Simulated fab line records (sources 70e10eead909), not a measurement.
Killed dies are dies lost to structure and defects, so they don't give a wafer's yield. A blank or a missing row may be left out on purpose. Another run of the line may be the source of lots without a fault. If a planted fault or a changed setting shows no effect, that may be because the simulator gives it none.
A lot that was struck, set against a sound lot + flow nand-harc + 21 out of 1159 route steps
Sound: these wafers, L342.1, L342.2, L342.5. Struck: wafer L347.5; the same lot's L347.2 was not struck, so it is left out; see the end for the cause.
Order at every step that has rows: each side's tool, ch and its chambers, its first start. Under that, the readings that differ: sound wafers + struck wafers + difference of the means + sigmas: that difference in standard deviations of wafers without a fault.
alike: a reading whose means differ by less than 2 such deviations, as well as words and numbers matching on both sides. not compared: withheld readings; readings where some wafer has no value; bounds like >300 that might hide an equal value; numbers whose values overlap and for which the record gives no deviation.
The two part at a step that has a row with sigmas, a row that says differs or no value, or rows on one side only. Non-overlapping numbers with no deviation appear without sigmas and do not part them. Lack of a reading on every wafer of one side parts them only where that side has two or more wafers.

first, 1 step without rows for these wafers: NHARC_A_BLC_SRD_27.
NHARC_A_BLC_INSPECT_28:
  sound on defect-inspect-02 at day 22 04:31; struck on defect-inspect-02 at day 23 04:43
  alike: raw-defect-count
then, 9 steps without rows for these wafers: NHARC_A_M0_DEP_00 (deposits SiOC, target thk 150 nm); NHARC_A_M0_DEHYDRATE_01 (time 120 s); NHARC_A_M0_HMDS_02 (time 30 s); NHARC_A_M0_COAT_33 (time 65 s); NHARC_A_M0_COAT_03 (resist thk 90 nm); NHARC_A_M0_SOFTBAKE_04 (time 55 s); NHARC_A_M0_EBR_05; NHARC_A_M0_EXPOSE_06 (exposes mask A M0, target cd 80 nm); NHARC_A_M0_PEB_07 (peb time 65 s).
NHARC_A_M0_DEVELOP_08: develop time 35 s.
  sound on litho-track-06 ch 0, day 22 05:00; struck on litho-track-04 ch 0, day 23 05:00
  alike: resist-line-temp-C
NHARC_A_M0_CD_MEAS_09 targets a cd of 80 nm.
  sound on cd-sem-01 ch 0, day 22 05:25; struck on cd-sem-02 ch 0, day 23 05:37
| reading    | sound          | struck | difference | sigmas |
|------------|----------------|--------|------------|--------|
| cd-nm (nm) | 80.0 79.3 79.1 | 76.2   | -3.3       | -4     |
NHARC_A_M0_OVL_MEAS_10: pitch 160 nm.
  sound on overlay-02 at day 22 05:31; struck on overlay-02 at day 23 05:43
| reading           | sound          | struck | difference | sigmas |
|-------------------|----------------|--------|------------|--------|
| overlay-x-nm (nm) | -1.2 -0.8 -1.5 | 1.2    | +2.4       | +3     |
  alike: overlay-y-nm
NHARC_A_M0_INSPECT_11:
  sound on defect-inspect-01 at day 22 05:33; struck on defect-inspect-01 at day 23 05:46
| reading          | sound    | struck | difference | sigmas |
|------------------|----------|--------|------------|--------|
| raw-defect-count | 11 13 10 | 46     | +35        | +2     |
NHARC_A_M0_DESCUM_14: chemistry O2, time 3 s.
  sound on rie-diel-06 ch 2,3, day 22 05:37; struck on rie-diel-13 ch 2, day 23 05:50
| reading               | sound             | struck | difference | sigmas |
|-----------------------|-------------------|--------|------------|--------|
| model.A_M0.cd-nm (nm) | 79.91 79.56 78.58 | 75.79  | -3.56      |        |
  alike: chamber-pressure-mTorr, drypump-motor-current-A, oes-product-au, rf-vpp-V, showerhead-plenum-p-Torr, throttle-valve-pct
  not compared: rf-hours-counter-h
NHARC_A_M0_ETCH_34: etches the open film in N2/H2, target depth 40 nm, overetch 12 nm, time 43.94 s.
  sound on rie-diel-06 ch 2,3, day 22 05:42; struck on rie-diel-13 ch 3, day 23 05:54
| reading               | sound             | struck | difference | sigmas |
|-----------------------|-------------------|--------|------------|--------|
| oes-product-au (a.u.) | 0.986 0.983 0.979 | 1.008  | +0.025     | +2     |
  alike: chamber-pressure-mTorr, drypump-motor-current-A, rf-vpp-V, showerhead-plenum-p-Torr, throttle-valve-pct
  not compared: rf-hours-counter-h
NHARC_A_M0_ETCH_15: etches the open film in C4F8/Ar, target depth 150 nm, overetch 15 nm, time 82.5 s.
  sound: rie-diel-06 ch 0,1,3; struck: rie-diel-13 ch 3
| reading               | sound            | struck | difference | sigmas |
|-----------------------|------------------|--------|------------|--------|
| model.A_M0.cd-nm (nm) | 79.66 79.79 78.8 | 76.19  | -3.23      |        |
  alike: chamber-pressure-mTorr, oes-product-au, rf-vpp-V
  not compared: rf-hours-counter-h
NHARC_A_M0_CD_MEAS_16:
  sound on cd-sem-01 at day 22 05:55; struck on cd-sem-02 at day 23 06:07
| reading    | sound          | struck | difference | sigmas |
|------------|----------------|--------|------------|--------|
| cd-nm (nm) | 79.8 79.9 78.7 | 76.3   | -3.2       | -3     |
NHARC_A_M0_STRIP_18: strips in N2/H2.
  sound on rie-diel-13 ch 1,2, day 22 05:59; struck on rie-diel-12 ch 1, day 23 06:16
  alike: chamber-pressure-mTorr, drypump-motor-current-A, oes-product-au, rf-vpp-V, showerhead-plenum-p-Torr, throttle-valve-pct
  not compared: rf-hours-counter-h
NHARC_END_SORT_01:
  the record has rows for the sound wafers here (prober-02 ch 0, day 23 23:32) and none for the struck ones

WHERE THEY PART
Earliest at NHARC_A_M0_CD_MEAS_09; latest, in this record, at NHARC_END_SORT_01.

WHY: the cause the simulator had injected
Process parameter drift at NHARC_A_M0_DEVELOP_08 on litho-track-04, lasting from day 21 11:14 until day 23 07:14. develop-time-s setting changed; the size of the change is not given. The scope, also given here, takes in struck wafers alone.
